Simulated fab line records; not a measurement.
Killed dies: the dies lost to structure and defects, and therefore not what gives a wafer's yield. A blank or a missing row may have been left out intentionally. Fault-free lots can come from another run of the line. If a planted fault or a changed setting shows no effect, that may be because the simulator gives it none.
Matching of chambers ; flow n5_finfet ; 4 sister chambers for N5_STI_FIN_REVEAL_ALD_00 on ald_sin-03
The step deposits SiO2, target thk 1 nm, pulse time 1 s. 8 wafers are shown with their chamber, then 9 later ones without.

## WAFERS WITH THEIR CHAMBER
wafer;chamber;heater_power_outer_w (W);heater_power_w (W)
L078.3;3;215;379
L078.6;2;195;369
L085.2;2;188;362
L085.4;0;296;514
L085.6;1;241;440
L088.2;0;286;506
L088.3;3;216;395
L088.5;1;239;452

## WAFERS WHOSE CHAMBER IS MISSING
wafer;heater_power_outer_w (W);heater_power_w (W)
L089.2;185;366
L089.3;239;447
L089.6;239;451
L092.1;185;359
L092.4;244;457
L092.6;192;365
L095.1;235;459
L095.3;193;366
L095.4;286;509

## THE CHAMBER EACH PASSED THROUGH
wafer;from the rows above;in truth
L089.2;2;2
L089.3;1;1
L089.6;1;1
L092.1;2;2
L092.4;1;1
L092.6;2;2
L095.1;1;1
L095.3;2;2
L095.4;0;0
9 of 9 placed correctly. From these rows, 0 cannot be placed. Wrongly placed: 0.
How it was worked out, from the rows above alone: a wafer's distance from a chamber is the root of the sum, over the readings, of the square of ((its reading less the chamber's mean) divided by the reading's scatter). If the next closest chamber is less than 2 further off than the closest, the wafer can't be placed; otherwise it belongs to the closest. A chamber's mean is the mean of its shown wafers. How the scatter is found: for the shown wafers, subtract from each reading the mean of its chamber, square and add these, divide the total by (wafers less chambers), then take the root.
